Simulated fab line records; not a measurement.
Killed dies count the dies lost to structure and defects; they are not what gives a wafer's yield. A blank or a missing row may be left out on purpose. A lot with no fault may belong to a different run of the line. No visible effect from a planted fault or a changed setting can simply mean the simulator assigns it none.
Which of the tools did it? -- flow n5_finfet -- Sampling: 24 lots, 72 wafers, 5 of 1938 route steps

== WHAT THE GAUGES READ, wafer by wafer ==
N5_HKMG_FIN_CD_MEAS_12: target cd 92.8 nm.
lot,measured,on,cd_nm (nm)
L074,day 4 00:42,cd_sem-03,90.6 91.6 91.0
L075,day 4 07:49,cd_sem-03,91.5 91.2 91.4
L076,day 4 15:20,cd_sem-02,92.2 92.6 92.2
L077,day 4 21:25,cd_sem-01,93.1 92.8 93.1
L078,day 5 04:14,cd_sem-02,93.7 92.9 92.6
L079,day 5 13:53,cd_sem-03,93.1 93.6 93.7
L080,day 5 16:37,cd_sem-02,92.1 92.1 93.1
L081,day 5 22:48,cd_sem-01,93.2 93.6 92.3
L082,day 6 02:46,cd_sem-01,92.3 92.9 94.0
L083,day 6 07:03,cd_sem-03,92.8 92.9 91.9
L084,day 6 14:58,cd_sem-02,94.3 92.3 93.1
L085,day 7 03:26,cd_sem-03,93.0 93.0 92.1
L086,day 7 05:50,cd_sem-03,93.4 92.0 92.5
L087,day 7 09:38,cd_sem-01,91.7 92.9 92.8
L088,day 7 18:05,cd_sem-01,91.3 91.0 91.9
L089,day 7 22:40,cd_sem-02,93.0 92.0 92.9
L090,day 8 01:28,cd_sem-01,92.6 92.4 91.8
L091,day 8 11:26,cd_sem-02,93.4 93.2 91.5
L092,day 8 16:13,cd_sem-02,91.1 91.2 92.2
L093,day 8 22:42,cd_sem-01,92.2 91.9 92.7
L094,day 9 06:29,cd_sem-03,93.2 92.1 93.2
L095,day 9 10:59,cd_sem-03,91.6 92.0 91.4
L096,day 9 15:41,cd_sem-02,92.8 92.9 92.3
L097,day 9 23:10,cd_sem-02,92.1 92.6 91.8

N5_GATE_CUT_OVL_MEAS_14.
lot,measured,on,GATE_CUT_OVL (nm)
L074,day 4 09:53,overlay-02,-0.5 0.3 0.5
L075,day 4 17:07,overlay-02,-0.2 0.0 0.2
L076,day 4 23:50,overlay-01,1.1 0.3 0.8
L077,day 5 06:07,overlay-02,-0.1 0.7 -0.1
L078,day 5 13:26,overlay-01,0.8 1.0 0.8
L079,day 5 23:14,overlay-01,0.5 0.1 0.9
L080,day 6 00:43,overlay-02,-0.2 -1.3 -0.6
L081,day 6 07:08,overlay-02,1.6 1.0 0.3
L082,day 6 11:01,overlay-02,-0.4 -0.5 -0.2
L083,day 6 15:30,overlay-02,-0.3 0.4 1.3
L084,day 6 23:17,overlay-02,0.8 -0.2 0.6
L085,day 7 11:44,overlay-02,1.5 0.7 1.2
L086,day 7 14:53,overlay-02,-1.2 0.4 0.0
L087,day 7 18:10,overlay-01,0.2 0.3 0.1
L088,day 8 04:24,overlay-02,1.0 -0.7 0.3
L089,day 8 07:49,overlay-02,-0.1 0.9 1.5
L090,day 8 10:32,overlay-02,-0.3 -0.1 0.3
L091,day 8 20:14,overlay-02,1.5 2.4 1.1
L092,day 9 03:22,overlay-02,0.5 0.9 -0.2
L093,day 9 07:08,overlay-02,0.6 1.0 0.2
L094,day 9 14:51,overlay-01,0.6 0.0 0.4
L095,day 9 19:29,overlay-01,1.6 1.0 1.2
L096,day 10 00:22,overlay-02,1.0 1.2 1.1
L097,day 10 07:27,overlay-01,1.2 1.6 0.2

== TOOL THAT RAN EACH LOT (tool first, then ch and the chambers of the sampled wafers, then the start) ==
lot,N5_HKMG_FIN_PWFM_ALD_03,N5_HKMG_FIN_ETCH_35,N5_HKMG_FIN_STRIP_88
L074,"ald_metal-02 ch 0,2,3, day 3 23:52","rie_diel-05 ch 0,1,2, day 4 01:05","plasma_asher-02 ch 0,1, day 4 02:46"
L075,"ald_metal-02 ch 0,2,3, day 4 06:58","rie_diel-05 ch 1,2, day 4 08:54","plasma_asher-01 ch 0,1, day 4 10:40"
L076,"ald_metal-04 ch 0,1, day 4 14:29","rie_diel-03 ch 2,3, day 4 15:43","plasma_asher-02 ch 0,1, day 4 17:00"
L077,"ald_metal-02 ch 2,3, day 4 20:34","rie_diel-05 ch 0,1,3, day 4 22:01","plasma_asher-02 ch 0,1, day 4 23:17"
L078,"ald_metal-02 ch 0,1, day 5 03:23","rie_diel-01 ch 1,2,3, day 5 05:35","plasma_asher-02 ch 0,1, day 5 06:59"
L079,"ald_metal-02 ch 0,1,3, day 5 13:04","rie_diel-03 ch 0,1,2, day 5 14:37","plasma_asher-01 ch 0,1, day 5 15:56"
L080,"ald_metal-03 ch 0,3, day 5 15:47","rie_diel-01 ch 0,1,3, day 5 17:00","plasma_asher-02 ch 1, day 5 18:16"
L081,"ald_metal-02 ch 0,2, day 5 21:58","rie_diel-03 ch 2,3, day 5 23:11","plasma_asher-01 ch 0,1, day 6 00:27"
L082,"ald_metal-03 ch 0,2,3, day 6 01:55","rie_diel-05 ch 2,3, day 6 03:09","plasma_asher-02 ch 0,1, day 6 04:25"
L083,"ald_metal-02 ch 2,3, day 6 06:20","rie_diel-01 ch 1,2,3, day 6 07:26","plasma_asher-01 ch 0,1, day 6 08:56"
L084,"ald_metal-03 ch 0,2, day 6 14:07","rie_diel-01 ch 1,2,3, day 6 15:21","plasma_asher-02 ch 0,1, day 6 16:39"
L085,"ald_metal-03 ch 1,2,3, day 7 02:37","rie_diel-01 ch 0,1,2, day 7 03:50","plasma_asher-02 ch 0,1, day 7 05:06"
L086,"ald_metal-04 ch 0,1,3, day 7 05:00","rie_diel-03 ch 2,3, day 7 06:27","plasma_asher-02 ch 0,1, day 7 07:49"
L087,"ald_metal-02 ch 0,1, day 7 08:49","rie_diel-03 ch 1,2,3, day 7 10:02","plasma_asher-02 ch 0,1, day 7 11:18"
L088,"ald_metal-04 ch 1,2,3, day 7 17:14","rie_diel-03 ch 0,1,3, day 7 20:05","plasma_asher-02 ch 0,1, day 7 21:37"
L089,"ald_metal-04 ch 2,3, day 7 21:36","rie_diel-03 ch 1,2,3, day 7 23:44","plasma_asher-02 ch 0,1, day 8 01:06"
L090,"ald_metal-04 ch 2,3, day 8 00:31","rie_diel-03 ch 0,2,3, day 8 02:29","plasma_asher-01 ch 0,1, day 8 04:04"
L091,"ald_metal-03 ch 1,2, day 8 10:36","rie_diel-05 ch 1,2, day 8 11:50","plasma_asher-01 ch 0,1, day 8 13:07"
L092,"ald_metal-04 ch 1,2,3, day 8 15:31","rie_diel-03 ch 1,2,3, day 8 17:10","plasma_asher-01 ch 0,1, day 8 18:28"
L093,"ald_metal-02 ch 0,2,3, day 8 21:52","rie_diel-05 ch 0,1, day 8 23:17","plasma_asher-02 ch 0,1, day 9 00:43"
L094,"ald_metal-03 ch 2,3, day 9 05:39","rie_diel-03 ch 0,2,3, day 9 06:56","plasma_asher-02 ch 0,1, day 9 08:23"
L095,"ald_metal-03 ch 0,1,2, day 9 10:17","rie_diel-01 ch 0,1, day 9 11:23","plasma_asher-02 ch 0,1, day 9 12:39"
L096,"ald_metal-03 ch 0,1,3, day 9 14:59","rie_diel-01 ch 0,3, day 9 16:17","plasma_asher-01 ch 0,1, day 9 17:34"
L097,"ald_metal-04 ch 0,2,3, day 9 22:26","rie_diel-01 ch 1,2,3, day 9 23:35","plasma_asher-01 ch 0,1, day 10 00:51"
- N5_HKMG_FIN_PWFM_ALD_03: deposits TiN, target thk 2 nm, pulse time 1 s, purge time 3 s.
- N5_HKMG_FIN_ETCH_35: etches SOC in N2/H2, target depth 215.8 nm, time 243.4 s.
- N5_HKMG_FIN_STRIP_88: strips in N2/H2, time 360 s.

== WHAT THE TOOLS THEMSELVES READ (means of the sampled wafers that have a number; where no wafer has one, the mark that the record gives instead) ==
N5_HKMG_FIN_PWFM_ALD_03.
lot,tool,heater_power_w (W),precursor_pulse_height_rel
L074,ald_metal-02,831,0.983
L075,ald_metal-02,834,1.007
L076,ald_metal-04,866,1.002
L077,ald_metal-02,792,0.988
L078,ald_metal-02,781,1.011
L079,ald_metal-02,762,1.015
L080,ald_metal-03,934,1.011
L081,ald_metal-02,861,0.980
L082,ald_metal-03,960,0.999
L083,ald_metal-02,868,0.995
L084,ald_metal-03,997,0.995
L085,ald_metal-03,907,0.995
L086,ald_metal-04,835,0.979
L087,ald_metal-02,777,0.987
L088,ald_metal-04,828,1.013
L089,ald_metal-04,848,1.007
L090,ald_metal-04,812,1.009
L091,ald_metal-03,932,1.015
L092,ald_metal-04,827,0.995
L093,ald_metal-02,825,0.987
L094,ald_metal-03,925,0.990
L095,ald_metal-03,955,0.997
L096,ald_metal-03,961,0.994
L097,ald_metal-04,854,1.000

N5_HKMG_FIN_ETCH_35.
lot,tool,drypump_motor_current_A (A),h2_flow_sccm (sccm),oes_product_au (a.u.),rf_fwd_power_W (W),rf_vpp_V (V),showerhead_plenum_p_Torr (Torr),throttle_valve_pct (%)
L074,rie_diel-05,5.4,200.1,0.76,3001,141.9,2.64,18.05
L075,rie_diel-05,5.3,200.0,0.73,3000,141.7,2.65,18.07
L076,rie_diel-03,5.5,200.0,0.81,2984,141.1,2.51,17.56
L077,rie_diel-05,5.8,199.7,0.74,2988,141.2,2.55,17.91
L078,rie_diel-01,5.7,200.0,0.72,2998,141.5,2.52,17.94
L079,rie_diel-03,5.5,199.9,0.79,2989,141.5,2.60,17.68
L080,rie_diel-01,5.7,199.7,0.70,2986,140.8,2.52,17.90
L081,rie_diel-03,5.2,200.0,0.78,3000,141.7,2.53,17.65
L082,rie_diel-05,5.6,200.1,0.70,2995,140.7,2.56,18.16
L083,rie_diel-01,5.7,200.2,0.72,2994,140.5,2.52,17.97
L084,rie_diel-01,5.7,200.3,0.71,2986,140.9,2.52,17.97
L085,rie_diel-01,5.8,199.6,0.79,2993,141.3,2.51,17.87
L086,rie_diel-03,5.2,200.1,0.77,2995,142.3,2.52,17.67
L087,rie_diel-03,5.5,199.9,0.81,2997,141.9,2.54,17.66
L088,rie_diel-03,5.8,200.1,0.81,2991,141.3,2.57,17.64
L089,rie_diel-03,5.5,199.6,0.80,2996,141.8,2.54,17.68
L090,rie_diel-03,5.5,200.3,0.76,2991,141.3,2.55,17.64
L091,rie_diel-05,5.5,199.5,0.72,2995,141.9,2.62,17.93
L092,rie_diel-03,5.5,199.6,0.79,2986,141.5,2.53,17.68
L093,rie_diel-05,5.5,199.6,0.74,2984,141.2,2.61,17.91
L094,rie_diel-03,5.5,200.0,0.75,2990,141.6,2.54,17.67
L095,rie_diel-01,5.8,199.7,0.77,2995,141.2,2.51,17.62
L096,rie_diel-01,5.8,200.2,0.83,2992,140.7,2.51,17.92
L097,rie_diel-01,5.7,200.2,0.79,2990,141.8,2.51,17.87

N5_HKMG_FIN_STRIP_88.
lot,tool,drypump_motor_current_A (A),h2_flow_sccm (sccm),heater_power_w (W)
L074,plasma_asher-02,5.8,3243,512
L075,plasma_asher-01,6.4,3249,422
L076,plasma_asher-02,5.9,3261,507
L077,plasma_asher-02,6.2,3239,508
L078,plasma_asher-02,5.9,3249,516
L079,plasma_asher-01,6.3,3261,451
L080,plasma_asher-02,5.5,3247,530
L081,plasma_asher-01,6.3,3245,429
L082,plasma_asher-02,5.8,3257,518
L083,plasma_asher-01,6.3,3243,454
L084,plasma_asher-02,6.2,3244,503
L085,plasma_asher-02,5.8,3264,509
L086,plasma_asher-02,6.2,3242,494
L087,plasma_asher-02,6.2,3250,505
L088,plasma_asher-02,5.8,3245,514
L089,plasma_asher-02,5.9,3248,516
L090,plasma_asher-01,6.3,3251,430
L091,plasma_asher-01,6.3,3245,450
L092,plasma_asher-01,6.3,3245,428
L093,plasma_asher-02,6.2,3256,504
L094,plasma_asher-02,5.8,3242,510
L095,plasma_asher-02,5.8,3251,515
L096,plasma_asher-01,6.3,3248,430
L097,plasma_asher-01,6.3,3255,448

== THE ANSWER, worked out from the rows above alone ==
Rule: the lots themselves supply what counts as usual. Put in order of their means at a reading, lots are off if they are a third of the lots or fewer, leave a main group of 4 or more, and stand apart from it by a gap of 3 or more times the standard deviation of the main group's means; of several such gaps the widest counts. Not used: any main group whose means are identical at the precision the tables above print for the reading. Also off: a lot with no number at a reading for which 4 or more lots have one. Any other lot the step has rows for is counted as sound. First the gauges in route order, then the tools' own readings, where a lot's mean is used as printed above. At the first step where some lot is off, the reading lying furthest off is the one used; lots without a number count as furthest.
None of the lots is off at any reading shown; this tells nothing.

== WHAT THE SIMULATOR HAD PUT IN ==
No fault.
